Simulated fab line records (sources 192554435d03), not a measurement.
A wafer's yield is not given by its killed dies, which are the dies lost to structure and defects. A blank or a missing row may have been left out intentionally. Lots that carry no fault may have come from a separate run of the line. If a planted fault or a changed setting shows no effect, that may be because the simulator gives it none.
Which of the tools did it? -- flow n5_finfet -- 13 lots with 36 wafers sampled at 2 steps, on a route of 1938 steps

WHAT EACH GAUGE READ, for each wafer
N5_BEOL_M11_CD_MEAS_35: target cd 70 nm.
lot,measured,on,cd_nm (nm)
L132,day 9 14:08,cd_sem-01,69.9 70.9 70.2
L130,day 9 18:12,cd_sem-03,71.2 71.0 70.6
L133,day 10 06:25,cd_sem-03,70.9 70.5 70.8
L135,day 10 22:03,cd_sem-02,69.9 70.8 70.4
L138,day 13 17:49,cd_sem-01,70.0 70.8 70.5
L141,day 14 02:01,cd_sem-03,70.8 70.9 71.5
L140,day 14 06:23,cd_sem-03,70.5 71.9 70.2
L144,day 14 08:16,cd_sem-03,70.6 69.9 70.9
L143,day 14 12:55,cd_sem-01,70.0 70.5 70.6
L146,day 14 17:06,cd_sem-01,71.2
L152,day 16 12:22,cd_sem-03,70.5 69.6 70.3
L137,day 16 21:25,cd_sem-01,69.6 70.2
L153,day 17 03:16,cd_sem-03,70.4 71.0 70.2

WHAT TOOL EACH LOT RAN ON (gives the tool, then ch and the chambers of the sampled wafers, and finally the start)
lot,N5_BEOL_M11_STRIP_36
L132,"rie_diel-01 ch 1,3, day 9 13:45"
L130,"rie_diel-06 ch 0,2,3, day 9 17:49"
L133,"rie_diel-06 ch 2,3, day 10 06:02"
L135,"rie_diel-06 ch 1,3, day 10 21:40"
L138,"rie_diel-01 ch 2,3, day 13 17:20"
L141,"rie_diel-06 ch 0,1,3, day 14 01:39"
L140,"rie_diel-01 ch 0,1, day 14 06:01"
L144,"rie_diel-01 ch 0,1, day 14 07:53"
L143,"rie_diel-02 ch 0,3, day 14 12:32"
L146,"rie_diel-01 ch 3, day 14 16:44"
L152,"rie_diel-01 ch 0,2,3, day 16 11:58"
L137,"rie_diel-01 ch 0,3, day 16 21:02"
L153,"rie_diel-01 ch 2,3, day 17 02:54"
- N5_BEOL_M11_STRIP_36: strips in N2/H2.

AS READ BY THE TOOLS THEMSELVES (means over the sampled wafers that have a number; for cases with no such wafer, the mark the record gives instead)
N5_BEOL_M11_STRIP_36.
lot,tool,bias_power_w (W),drypump_motor_current_A (A),n2_flow_sccm (sccm),oes_product_au (a.u.),rf_vpp_V (V),showerhead_plenum_p_Torr (Torr),throttle_valve_pct (%)
L132,rie_diel-01,7.003,6.0,198.8,0.82,61.4,2.61,23.59
L130,rie_diel-06,6.996,5.6,199.6,0.85,59.4,2.53,23.65
L133,rie_diel-06,6.987,5.8,199.9,0.77,59.6,2.58,23.68
L135,rie_diel-06,6.988,5.2,199.4,0.83,60.4,2.61,23.82
L138,rie_diel-01,6.988,6.1,199.3,0.77,58.0,2.59,23.55
L141,rie_diel-06,6.966,5.3,200.0,0.83,58.1,2.53,23.76
L140,rie_diel-01,7.012,5.7,200.2,0.90,59.9,2.55,24.03
L144,rie_diel-01,7.012,5.4,200.9,0.93,58.4,2.58,23.83
L143,rie_diel-02,7.002,5.8,200.6,0.72,58.9,2.55,24.24
L146,rie_diel-01,6.978,6.4,199.9,0.85,60.1,2.59,23.44
L152,rie_diel-01,6.988,5.9,200.0,0.86,61.6,2.56,23.85
L137,rie_diel-01,7.031,6.2,198.9,0.82,59.4,2.54,23.84
L153,rie_diel-01,7.014,5.8,199.8,0.87,58.7,2.58,23.68

THE ANSWER, worked out from the rows above alone
Rule: the usual values come from the lots themselves. Put in order of their means at a reading, lots are off if they are a third of the lots or fewer, leave a main group of 4 or more, and stand apart from it by a gap of 3 or more times the standard deviation of the main group's means; of several such gaps the widest counts. If all means in a main group match to the digits the tables above print for the reading, that group is not used. Also off: a lot with no number at a reading for which 4 or more lots have one. The other lots that the step has rows for count as sound. First the gauges in route order, then the tools' own readings, where a lot's mean is used as printed above. The first step at which some lot is off is used, and at that step the reading that is off furthest; a lot without a number counts as furthest.
Across all readings shown, no lot is off: no conclusion can be drawn from this.

WHAT HAD BEEN PUT IN BY THE SIMULATOR
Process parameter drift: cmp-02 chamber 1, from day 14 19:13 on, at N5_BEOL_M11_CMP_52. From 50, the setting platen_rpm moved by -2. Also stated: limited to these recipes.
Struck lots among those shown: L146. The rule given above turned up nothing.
